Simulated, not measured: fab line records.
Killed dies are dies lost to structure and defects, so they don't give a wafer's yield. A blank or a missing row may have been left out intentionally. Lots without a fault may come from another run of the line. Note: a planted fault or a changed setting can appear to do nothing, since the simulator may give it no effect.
Which tool is to blame? / flow nand_harc / Sampling: 14 lots, 42 wafers, 4 of 1302 route steps

## WHAT EACH GAUGE READ, for each wafer
The record lacks any reading of a measuring or inspecting step that a usual standard deviation could be used to judge.

## WHICH TOOL RAN EACH LOT (tool, then ch and the chambers of the sampled wafers, then the start)
lot=L612; NHARC_A_M0_DESCUM_14=rie_diel-06 ch 0,3, day 23 03:35; NHARC_A_M0_STRIP_18=rie_diel-11 ch 0,3, day 23 03:57; NHARC_A_M1_EXPOSE_06=arfi_scanner-01 ch 0, day 23 07:18; NHARC_A_M1_DESCUM_14=rie_diel-07 ch 1,2,3, day 23 07:37
lot=L611; NHARC_A_M0_DESCUM_14=rie_diel-12 ch 1,2,3, day 23 06:24; NHARC_A_M0_STRIP_18=rie_diel-11 ch 0,2,3, day 23 06:48; NHARC_A_M1_EXPOSE_06=arfi_scanner-03 ch 0, day 23 10:04; NHARC_A_M1_DESCUM_14=rie_diel-02 ch 0,1,3, day 23 10:25
lot=L617; NHARC_A_M0_DESCUM_14=rie_diel-11 ch 0,3, day 24 13:40; NHARC_A_M0_STRIP_18=rie_diel-06 ch 0,1, day 24 14:02; NHARC_A_M1_EXPOSE_06=arfi_scanner-02 ch 0, day 24 17:37; NHARC_A_M1_DESCUM_14=rie_diel-04 ch 0,2,3, day 24 17:57
lot=L616; NHARC_A_M0_DESCUM_14=rie_diel-06 ch 0,1,3, day 24 19:17; NHARC_A_M0_STRIP_18=rie_diel-11 ch 0,2, day 24 19:42; NHARC_A_M1_EXPOSE_06=arfi_scanner-02 ch 0, day 24 22:58; NHARC_A_M1_DESCUM_14=rie_diel-07 ch 1,3, day 24 23:18
lot=L618; NHARC_A_M0_DESCUM_14=rie_diel-11 ch 0,1,2, day 26 04:32; NHARC_A_M0_STRIP_18=rie_diel-06 ch 1,2,3, day 26 04:54; NHARC_A_M1_EXPOSE_06=arfi_scanner-01 ch 0, day 26 08:16; NHARC_A_M1_DESCUM_14=rie_diel-02 ch 0,2,3, day 26 08:36
lot=L620; NHARC_A_M0_DESCUM_14=rie_diel-12 ch 1,2, day 26 16:53; NHARC_A_M0_STRIP_18=rie_diel-12 ch 0,1, day 26 17:16; NHARC_A_M1_EXPOSE_06=arfi_scanner-02 ch 0, day 26 20:37; NHARC_A_M1_DESCUM_14=rie_diel-07 ch 2,3, day 26 20:56
lot=L621; NHARC_A_M0_DESCUM_14=rie_diel-12 ch 1,2, day 26 17:53; NHARC_A_M0_STRIP_18=rie_diel-06 ch 0,1,3, day 26 18:20; NHARC_A_M1_EXPOSE_06=arfi_scanner-01 ch 0, day 26 21:37; NHARC_A_M1_DESCUM_14=rie_diel-07 ch 0,1, day 26 21:56
lot=L622; NHARC_A_M0_DESCUM_14=rie_diel-06 ch 2,3, day 27 23:16; NHARC_A_M0_STRIP_18=rie_diel-11 ch 0,1,3, day 27 23:41; NHARC_A_M1_EXPOSE_06=arfi_scanner-02 ch 0, day 28 03:00; NHARC_A_M1_DESCUM_14=rie_diel-04 ch 2,3, day 28 03:20
lot=L623; NHARC_A_M0_DESCUM_14=rie_diel-12 ch 0,1,2, day 27 23:52; NHARC_A_M0_STRIP_18=rie_diel-11 ch 0,2,3, day 28 00:15; NHARC_A_M1_EXPOSE_06=arfi_scanner-02, day 28 03:34; NHARC_A_M1_DESCUM_14=rie_diel-04 ch 0,2,3, day 28 03:54
lot=L624; NHARC_A_M0_DESCUM_14=rie_diel-12 ch 2,3, day 28 16:39; NHARC_A_M0_STRIP_18=rie_diel-11 ch 1,2,3, day 28 17:04; NHARC_A_M1_EXPOSE_06=arfi_scanner-02, day 28 20:15; NHARC_A_M1_DESCUM_14=rie_diel-02 ch 2,3, day 28 20:34
lot=L627; NHARC_A_M0_DESCUM_14=rie_diel-11 ch 0,2,3, day 28 20:33; NHARC_A_M0_STRIP_18=rie_diel-11 ch 0,1, day 28 20:56; NHARC_A_M1_EXPOSE_06=arfi_scanner-03 ch 0, day 29 00:17; NHARC_A_M1_DESCUM_14=rie_diel-02 ch 1,2, day 29 00:37
lot=L631; NHARC_A_M0_DESCUM_14=rie_diel-06 ch 1,3, day 30 21:20; NHARC_A_M0_STRIP_18=rie_diel-11 ch 0,1,3, day 30 21:43; NHARC_A_M1_EXPOSE_06=arfi_scanner-03 ch 0, day 31 01:07; NHARC_A_M1_DESCUM_14=rie_diel-04 ch 0,2, day 31 01:27
lot=L630; NHARC_A_M0_DESCUM_14=rie_diel-12 ch 0,1,3, day 31 02:37; NHARC_A_M0_STRIP_18=rie_diel-12 ch 0,2,3, day 31 03:01; NHARC_A_M1_EXPOSE_06=arfi_scanner-02 ch 0, day 31 06:19; NHARC_A_M1_DESCUM_14=rie_diel-04 ch 1,3, day 31 06:40
lot=L633; NHARC_A_M0_DESCUM_14=rie_diel-12 ch 0,1,3, day 33 07:24; NHARC_A_M0_STRIP_18=rie_diel-12 ch 0,1,3, day 33 07:46; NHARC_A_M1_EXPOSE_06=arfi_scanner-03 ch 0, day 33 11:00; NHARC_A_M1_DESCUM_14=rie_diel-04 ch 0,2,3, day 33 11:19
- NHARC_A_M0_DESCUM_14: chemistry O2, time 3 s.
- NHARC_A_M0_STRIP_18: strips in N2/H2.
- NHARC_A_M1_EXPOSE_06: exposes mask A M1, target cd 120 nm.
- NHARC_A_M1_DESCUM_14: chemistry O2, time 3 s.

## AS READ BY THE TOOLS THEMSELVES (means over the sampled wafers that have a number; for cases with no such wafer, the mark the record gives instead)
NHARC_A_M0_DESCUM_14. Usual: drypump_motor_current_A 5.7 A, standard deviation 0.4; oes_product_au 1.000 a.u., standard deviation 0.011; rf_vpp_V 57.6 V, standard deviation 0.95; showerhead_plenum_p_Torr 1.88 Torr, standard deviation 0.088; throttle_valve_pct 11.311 %, standard deviation 0.0093.
lot=L612; tool=rie_diel-06; drypump_motor_current_A (A)=6.0; oes_product_au (a.u.)=1.010; rf_vpp_V (V)=57.6; showerhead_plenum_p_Torr (Torr)=1.91; throttle_valve_pct (%)=11.317; flag=
lot=L611; tool=rie_diel-12; drypump_motor_current_A (A)=5.7; oes_product_au (a.u.)=0.994; rf_vpp_V (V)=58.2; showerhead_plenum_p_Torr (Torr)=1.94; throttle_valve_pct (%)=11.312; flag=
lot=L617; tool=rie_diel-11; drypump_motor_current_A (A)=5.6; oes_product_au (a.u.)=0.999; rf_vpp_V (V)=57.4; showerhead_plenum_p_Torr (Torr)=1.81; throttle_valve_pct (%)=11.310; flag=
lot=L616; tool=rie_diel-06; drypump_motor_current_A (A)=5.6; oes_product_au (a.u.)=1.004; rf_vpp_V (V)=57.9; showerhead_plenum_p_Torr (Torr)=1.93; throttle_valve_pct (%)=11.316; flag=
lot=L618; tool=rie_diel-11; drypump_motor_current_A (A)=6.0; oes_product_au (a.u.)=0.998; rf_vpp_V (V)=57.2; showerhead_plenum_p_Torr (Torr)=1.85; throttle_valve_pct (%)=11.318; flag=
lot=L620; tool=rie_diel-12; drypump_motor_current_A (A)=5.7; oes_product_au (a.u.)=1.001; rf_vpp_V (V)=58.5; showerhead_plenum_p_Torr (Torr)=1.99; throttle_valve_pct (%)=11.311; flag=
lot=L621; tool=rie_diel-12; drypump_motor_current_A (A)=5.7; oes_product_au (a.u.)=1.006; rf_vpp_V (V)=58.5; showerhead_plenum_p_Torr (Torr)=1.99; throttle_valve_pct (%)=11.314; flag=
lot=L622; tool=rie_diel-06; drypump_motor_current_A (A)=5.8; oes_product_au (a.u.)=0.999; rf_vpp_V (V)=57.1; showerhead_plenum_p_Torr (Torr)=1.85; throttle_valve_pct (%)=11.310; flag=
lot=L623; tool=rie_diel-12; drypump_motor_current_A (A)=5.6; oes_product_au (a.u.)=1.004; rf_vpp_V (V)=57.7; showerhead_plenum_p_Torr (Torr)=1.93; throttle_valve_pct (%)=11.309; flag=
lot=L624; tool=rie_diel-12; drypump_motor_current_A (A)=6.0; oes_product_au (a.u.)=1.000; rf_vpp_V (V)=57.2; showerhead_plenum_p_Torr (Torr)=1.86; throttle_valve_pct (%)=11.317; flag=
lot=L627; tool=rie_diel-11; drypump_motor_current_A (A)=5.7; oes_product_au (a.u.)=1.003; rf_vpp_V (V)=57.8; showerhead_plenum_p_Torr (Torr)=1.82; throttle_valve_pct (%)=11.311; flag=
lot=L631; tool=rie_diel-06; drypump_motor_current_A (A)=5.3; oes_product_au (a.u.)=1.003; rf_vpp_V (V)=56.9; showerhead_plenum_p_Torr (Torr)=1.94; throttle_valve_pct (%)=11.312; flag=
lot=L630; tool=rie_diel-12; drypump_motor_current_A (A)=5.6; oes_product_au (a.u.)=0.997; rf_vpp_V (V)=57.3; showerhead_plenum_p_Torr (Torr)=1.88; throttle_valve_pct (%)=11.307; flag=
lot=L633; tool=rie_diel-12; drypump_motor_current_A (A)=5.6; oes_product_au (a.u.)=0.996; rf_vpp_V (V)=57.4; showerhead_plenum_p_Torr (Torr)=1.88; throttle_valve_pct (%)=11.297; flag=

NHARC_A_M0_STRIP_18. Usual: drypump_motor_current_A 5.7 A, standard deviation 0.45; oes_product_au 0.998 a.u., standard deviation 0.011; rf_vpp_V 90.4 V, standard deviation 1; showerhead_plenum_p_Torr 1.99 Torr, standard deviation 0.089; throttle_valve_pct 14.171 %, standard deviation 0.0097.
lot=L612; tool=rie_diel-11; drypump_motor_current_A (A)=5.6; oes_product_au (a.u.)=0.994; rf_vpp_V (V)=89.4; showerhead_plenum_p_Torr (Torr)=1.92; throttle_valve_pct (%)=14.171; flag=
lot=L611; tool=rie_diel-11; drypump_motor_current_A (A)=5.7; oes_product_au (a.u.)=0.996; rf_vpp_V (V)=89.8; showerhead_plenum_p_Torr (Torr)=1.94; throttle_valve_pct (%)=14.170; flag=
lot=L617; tool=rie_diel-06; drypump_motor_current_A (A)=5.4; oes_product_au (a.u.)=1.008; rf_vpp_V (V)=90.7; showerhead_plenum_p_Torr (Torr)=2.05; throttle_valve_pct (%)=14.166; flag=
lot=L616; tool=rie_diel-11; drypump_motor_current_A (A)=6.1; oes_product_au (a.u.)=0.994; rf_vpp_V (V)=90.7; showerhead_plenum_p_Torr (Torr)=1.93; throttle_valve_pct (%)=14.180; flag=
lot=L618; tool=rie_diel-06; drypump_motor_current_A (A)=5.5; oes_product_au (a.u.)=1.010; rf_vpp_V (V)=90.1; showerhead_plenum_p_Torr (Torr)=2.02; throttle_valve_pct (%)=14.176; flag=
lot=L620; tool=rie_diel-12; drypump_motor_current_A (A)=5.5; oes_product_au (a.u.)=0.994; rf_vpp_V (V)=90.2; showerhead_plenum_p_Torr (Torr)=1.99; throttle_valve_pct (%)=14.172; flag=
lot=L621; tool=rie_diel-06; drypump_motor_current_A (A)=5.6; oes_product_au (a.u.)=1.001; rf_vpp_V (V)=91.4; showerhead_plenum_p_Torr (Torr)=2.06; throttle_valve_pct (%)=14.167; flag=
lot=L622; tool=rie_diel-11; drypump_motor_current_A (A)=5.5; oes_product_au (a.u.)=0.998; rf_vpp_V (V)=90.2; showerhead_plenum_p_Torr (Torr)=1.96; throttle_valve_pct (%)=14.178; flag=
lot=L623; tool=rie_diel-11; drypump_motor_current_A (A)=5.7; oes_product_au (a.u.)=1.002; rf_vpp_V (V)=90.5; showerhead_plenum_p_Torr (Torr)=1.94; throttle_valve_pct (%)=14.178; flag=
lot=L624; tool=rie_diel-11; drypump_motor_current_A (A)=5.6; oes_product_au (a.u.)=0.985; rf_vpp_V (V)=90.0; showerhead_plenum_p_Torr (Torr)=1.97; throttle_valve_pct (%)=14.167; flag=
lot=L627; tool=rie_diel-11; drypump_motor_current_A (A)=5.8; oes_product_au (a.u.)=0.992; rf_vpp_V (V)=89.5; showerhead_plenum_p_Torr (Torr)=1.96; throttle_valve_pct (%)=14.165; flag=
lot=L631; tool=rie_diel-11; drypump_motor_current_A (A)=5.5; oes_product_au (a.u.)=0.991; rf_vpp_V (V)=90.4; showerhead_plenum_p_Torr (Torr)=1.96; throttle_valve_pct (%)=14.181; flag=
lot=L630; tool=rie_diel-12; drypump_motor_current_A (A)=5.9; oes_product_au (a.u.)=1.010; rf_vpp_V (V)=90.4; showerhead_plenum_p_Torr (Torr)=1.97; throttle_valve_pct (%)=14.178; flag=
lot=L633; tool=rie_diel-12; drypump_motor_current_A (A)=5.7; oes_product_au (a.u.)=0.994; rf_vpp_V (V)=90.5; showerhead_plenum_p_Torr (Torr)=2.00; throttle_valve_pct (%)=14.169; flag=

NHARC_A_M1_EXPOSE_06. Usual: exposure_dose_mJ_cm2 75.8, standard deviation 0.62; focus_offset_nm 0.1 nm, standard deviation 0.48.
lot=L612; tool=arfi_scanner-01; exposure_dose_mJ_cm2=76.5; focus_offset_nm (nm)=-0.2; flag=
lot=L611; tool=arfi_scanner-03; exposure_dose_mJ_cm2=76.1; focus_offset_nm (nm)=-0.4; flag=
lot=L617; tool=arfi_scanner-02; exposure_dose_mJ_cm2=75.0; focus_offset_nm (nm)=0.4; flag=
lot=L616; tool=arfi_scanner-02; exposure_dose_mJ_cm2=75.1; focus_offset_nm (nm)=0.2; flag=
lot=L618; tool=arfi_scanner-01; exposure_dose_mJ_cm2=76.6; focus_offset_nm (nm)=0.1; flag=
lot=L620; tool=arfi_scanner-02; exposure_dose_mJ_cm2=75.0; focus_offset_nm (nm)=0.3; flag=
lot=L621; tool=arfi_scanner-01; exposure_dose_mJ_cm2=76.5; focus_offset_nm (nm)=0.0; flag=
lot=L622; tool=arfi_scanner-02; exposure_dose_mJ_cm2=75.0; focus_offset_nm (nm)=0.2; flag=
lot=L623; tool=arfi_scanner-02; exposure_dose_mJ_cm2=-; focus_offset_nm (nm)=-; flag=OFF
lot=L624; tool=arfi_scanner-02; exposure_dose_mJ_cm2=-; focus_offset_nm (nm)=-; flag=OFF
lot=L627; tool=arfi_scanner-03; exposure_dose_mJ_cm2=76.0; focus_offset_nm (nm)=-0.2; flag=
lot=L631; tool=arfi_scanner-03; exposure_dose_mJ_cm2=76.2; focus_offset_nm (nm)=0.3; flag=
lot=L630; tool=arfi_scanner-02; exposure_dose_mJ_cm2=75.0; focus_offset_nm (nm)=0.6; flag=
lot=L633; tool=arfi_scanner-03; exposure_dose_mJ_cm2=76.0; focus_offset_nm (nm)=-0.2; flag=

NHARC_A_M1_DESCUM_14. Usual: drypump_motor_current_A 5.5 A, standard deviation 0.63; oes_product_au 1.000 a.u., standard deviation 0.0089; rf_vpp_V 57.7 V, standard deviation 0.93; showerhead_plenum_p_Torr 1.90 Torr, standard deviation 0.09; throttle_valve_pct 11.311 %, standard deviation 0.01.
lot=L612; tool=rie_diel-07; drypump_motor_current_A (A)=5.6; oes_product_au (a.u.)=0.992; rf_vpp_V (V)=57.3; showerhead_plenum_p_Torr (Torr)=1.89; throttle_valve_pct (%)=11.312; flag=
lot=L611; tool=rie_diel-02; drypump_motor_current_A (A)=5.9; oes_product_au (a.u.)=1.003; rf_vpp_V (V)=57.0; showerhead_plenum_p_Torr (Torr)=1.88; throttle_valve_pct (%)=11.308; flag=
lot=L617; tool=rie_diel-04; drypump_motor_current_A (A)=5.1; oes_product_au (a.u.)=1.002; rf_vpp_V (V)=57.0; showerhead_plenum_p_Torr (Torr)=1.88; throttle_valve_pct (%)=11.315; flag=
lot=L616; tool=rie_diel-07; drypump_motor_current_A (A)=5.9; oes_product_au (a.u.)=1.009; rf_vpp_V (V)=57.0; showerhead_plenum_p_Torr (Torr)=1.80; throttle_valve_pct (%)=11.314; flag=
lot=L618; tool=rie_diel-02; drypump_motor_current_A (A)=5.6; oes_product_au (a.u.)=1.005; rf_vpp_V (V)=57.1; showerhead_plenum_p_Torr (Torr)=1.89; throttle_valve_pct (%)=11.310; flag=
lot=L620; tool=rie_diel-07; drypump_motor_current_A (A)=5.7; oes_product_au (a.u.)=0.998; rf_vpp_V (V)=58.3; showerhead_plenum_p_Torr (Torr)=1.97; throttle_valve_pct (%)=11.310; flag=
lot=L621; tool=rie_diel-07; drypump_motor_current_A (A)=5.7; oes_product_au (a.u.)=0.999; rf_vpp_V (V)=57.6; showerhead_plenum_p_Torr (Torr)=1.86; throttle_valve_pct (%)=11.303; flag=
lot=L622; tool=rie_diel-04; drypump_motor_current_A (A)=4.7; oes_product_au (a.u.)=1.004; rf_vpp_V (V)=58.2; showerhead_plenum_p_Torr (Torr)=1.93; throttle_valve_pct (%)=11.308; flag=
lot=L623; tool=rie_diel-04; drypump_motor_current_A (A)=5.1; oes_product_au (a.u.)=0.997; rf_vpp_V (V)=57.9; showerhead_plenum_p_Torr (Torr)=1.88; throttle_valve_pct (%)=11.314; flag=
lot=L624; tool=rie_diel-02; drypump_motor_current_A (A)=5.3; oes_product_au (a.u.)=0.994; rf_vpp_V (V)=58.9; showerhead_plenum_p_Torr (Torr)=1.84; throttle_valve_pct (%)=11.319; flag=
lot=L627; tool=rie_diel-02; drypump_motor_current_A (A)=5.6; oes_product_au (a.u.)=1.002; rf_vpp_V (V)=56.9; showerhead_plenum_p_Torr (Torr)=1.87; throttle_valve_pct (%)=11.324; flag=
lot=L631; tool=rie_diel-04; drypump_motor_current_A (A)=5.1; oes_product_au (a.u.)=1.004; rf_vpp_V (V)=56.7; showerhead_plenum_p_Torr (Torr)=1.83; throttle_valve_pct (%)=11.303; flag=
lot=L630; tool=rie_diel-04; drypump_motor_current_A (A)=4.8; oes_product_au (a.u.)=0.994; rf_vpp_V (V)=58.3; showerhead_plenum_p_Torr (Torr)=2.02; throttle_valve_pct (%)=11.305; flag=
lot=L633; tool=rie_diel-04; drypump_motor_current_A (A)=5.1; oes_product_au (a.u.)=0.994; rf_vpp_V (V)=57.0; showerhead_plenum_p_Torr (Torr)=1.88; throttle_valve_pct (%)=11.314; flag=

## THE ANSWER, worked out from the rows above alone
Rule: a lot is off if the mean of its wafers that have a number lies more than 3 standard deviations from the usual mean. A lot without any number at a reading at which 4 lots or more have one is off too. The other lots that the step has rows for count as sound. Order of review: gauges by route order, followed by the tools' own readings, for which a lot's mean as printed above is used. At the first step where some lot is off, the reading lying furthest off is the one used; lots without a number count as furthest.
Off: L623, L624, at NHARC_A_M1_EXPOSE_06 (exposure_dose_mJ_cm2). Without a number there: L623, L624.
A tool fits if, at that step or a process step before it, it ran every lot that is off, and no sound lot after the first of them. No candidate that was tried fits.

## WHAT HAD BEEN PUT IN BY THE SIMULATOR
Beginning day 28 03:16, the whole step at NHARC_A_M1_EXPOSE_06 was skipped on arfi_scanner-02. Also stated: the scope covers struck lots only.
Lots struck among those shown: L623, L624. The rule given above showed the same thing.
